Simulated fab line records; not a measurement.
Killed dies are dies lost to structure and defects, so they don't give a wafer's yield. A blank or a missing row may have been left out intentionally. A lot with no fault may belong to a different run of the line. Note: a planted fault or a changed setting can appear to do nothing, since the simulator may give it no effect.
A struck lot beside a sound one | flow nand-harc | 15 steps out of a route of 1302
Sound: the wafers L538.3, L538.4, L538.5. Struck: wafers L540.2, L540.6 (left out: L540.1, a lot-mate that was not struck); the cause follows at the end.
For every step that has rows: the tool of each side, followed by ch and its chambers, followed by its first start. Under that, the readings that differ: sound wafers | struck wafers | difference of the means | sigmas: that difference in standard deviations of wafers without a fault.
alike: words and numbers the same on both sides, and readings whose means are apart by under 2 such deviations; not compared: readings that were withheld, readings missing a value for some wafer, numbers with overlapping values and no deviation given by the record, and bounds like >300 which may hide the same value.
Wherever a step has rows on one side only, a row that says differs or no value, or a row with sigmas, the two part there. When numbers do not overlap yet have no deviation, they are printed without sigmas and do not part them. A reading that every wafer of one side lacks parts them only if that side has two wafers or more.

first, 7 steps without rows for these wafers: NHARC_P_M0_COAT_33 (time 65 s); NHARC_P_M0_COAT_03 (resist thk 90 nm); NHARC_P_M0_SOFTBAKE_04 (time 55 s); NHARC_P_M0_EBR_05; NHARC_P_M0_EXPOSE_06 (exposes mask P M0, target cd 90 nm); NHARC_P_M0_PEB_07 (peb time 65 s); NHARC_P_M0_DEVELOP_08 (develop time 35 s).
NHARC_P_M0_CD_MEAS_09: the cd target is 90 nm.
  sound on cd-sem-03 ch 0, day 8 13:10; struck on cd-sem-03 ch 0, day 9 11:27
  alike: cd-nm
NHARC_P_M0_OVL_MEAS_10: pitch 180 nm.
  sound on overlay-01, day 8 13:15; struck on overlay-01, day 9 11:32
  alike: overlay-x-nm, overlay-y-nm
NHARC_P_M0_INSPECT_11:
  sound on defect-inspect-02, day 8 13:17; struck on defect-inspect-02, day 9 11:34
  alike: raw-defect-count
NHARC_P_M0_DESCUM_14: chemistry O2, time 3 s.
  sound on rie-diel-10 ch 0,1,3, day 8 13:20; struck on rie-diel-10 ch 2,3, day 9 11:38
  alike: drypump-motor-current-A, oes-product-au, rf-vpp-V, showerhead-plenum-p-Torr, throttle-valve-pct
  not compared: rf-hours-counter-h
NHARC_P_M0_ETCH_34: etches the open film in N2/H2, target depth 40 nm, overetch 12 nm, time 43.94 s.
  sound on rie-diel-10 ch 0,2,3, day 8 13:26; struck on rie-diel-10 ch 0,1, day 9 11:43
  alike: drypump-motor-current-A, oes-product-au, rf-fwd-power-W, rf-vpp-V, showerhead-plenum-p-Torr, throttle-valve-pct
  not compared: rf-hours-counter-h
NHARC_P_M0_ETCH_15: etches the open film in C4F8/Ar, target depth 150 nm, overetch 15 nm, time 82.5 s.
  sound on rie-diel-10 ch 1,2,3, day 8 13:31; struck on rie-diel-10 ch 0, day 9 11:49
  reading               | sound             | struck      | difference | sigmas
  oes-product-au (a.u.) | 0.930 0.947 0.941 | 0.839 0.835 | -0.102     | -5
  alike: rf-fwd-power-W, rf-vpp-V
  not compared: rf-hours-counter-h
NHARC_P_M0_CD_MEAS_16:
  sound on cd-sem-02, day 8 13:39; struck on cd-sem-03, day 9 11:56
  alike: cd-nm
-- the record jumps here: 18 days lie between the struck wafers' starts before and after (it left off in module P_M0 and takes up again in module END, whose first step shown is number 1302 of the route) --
NHARC_END_SORT_01:
  sound on prober-02 ch 0, day 27 23:23; struck on prober-02 ch 0, day 27 14:51
  reading                  | sound          | struck  | difference | sigmas
  defect-limited-yield (%) | 92.5 92.3 93.4 | 0 0.1   | -93        | -33
  killed-at-periphery      | 4 2 2          | 645 638 | +639       | +99 or more
  killed-dies              | 51 52 45       | 677 676 | +627       | +33
  alike: killed-at-array, killed-at-other, killed-open, killed-short

## WHERE THEY PART
Earliest at NHARC_P_M0_ETCH_15; latest, in this record, at NHARC_END_SORT_01.

WHY: what had been put in by the simulator
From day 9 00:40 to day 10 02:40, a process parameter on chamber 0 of rie-diel-10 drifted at NHARC_P_M0_ETCH_15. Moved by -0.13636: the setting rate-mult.
